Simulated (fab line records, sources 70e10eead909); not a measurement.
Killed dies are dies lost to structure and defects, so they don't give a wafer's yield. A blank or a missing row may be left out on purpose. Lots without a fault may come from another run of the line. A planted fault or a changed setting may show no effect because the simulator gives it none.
Chamber matching | flow nand_harc | NHARC_A_CHANNEL_HOLE_D2_DESCUM_15 on rie_diel-04: 4 sister chambers
The step chemistry O2, time 3 s. 8 wafers are shown with their chamber, then 8 later ones without.

WAFERS WITH THEIR CHAMBER
wafer  | chamber | showerhead_plenum_p_Torr (Torr) | oes_product_au (a.u.)
L080.4 | 1       | 1.88                            | 1.026
L083.6 | 2       | 1.97                            | 0.997
L085.4 | 3       | 1.90                            | 0.984
L085.5 | 1       | 1.88                            | 1.016
L089.1 | 0       | 1.87                            | 1.004
L089.2 | 3       | 1.90                            | 0.992
L089.3 | 2       | 1.97                            | 0.990
L091.1 | 0       | 1.86                            | 0.986

WAFERS WITHOUT THEIR CHAMBER
wafer  | showerhead_plenum_p_Torr (Torr) | oes_product_au (a.u.)
L091.3 | 1.88                            | 1.015
L091.5 | 1.86                            | 0.983
L094.1 | 1.97                            | 1.008
L094.4 | 1.97                            | 1.008
L094.5 | 1.90                            | 1.000
L096.1 | 1.97                            | 0.994
L096.2 | 1.88                            | 1.013
L096.3 | 1.86                            | 0.996

WHICH CHAMBER EACH WENT THROUGH
wafer  | from the rows above | in truth
L091.3 | 1                   | 1
L091.5 | 0                   | 0
L094.1 | 2                   | 2
L094.4 | 2                   | 2
L094.5 | 3                   | 3
L096.1 | 2                   | 2
L096.2 | 1                   | 1
L096.3 | 0                   | 0
Placed correctly: 8 of 8. Can't be placed from these rows: 0. Placed wrongly: 0.
How it was worked out, from the rows above alone: a wafer's distance from a chamber is the root of the sum, over the readings, of the square of ((its reading less the chamber's mean) divided by the reading's scatter). The wafer belongs to the nearest chamber; if the next one is less than 2 further off, it can't be placed. A chamber's mean is the mean of its shown wafers. The scatter: the root of (the sum of the squares of (reading less its chamber's mean) over the shown wafers, divided by (wafers less chambers)).
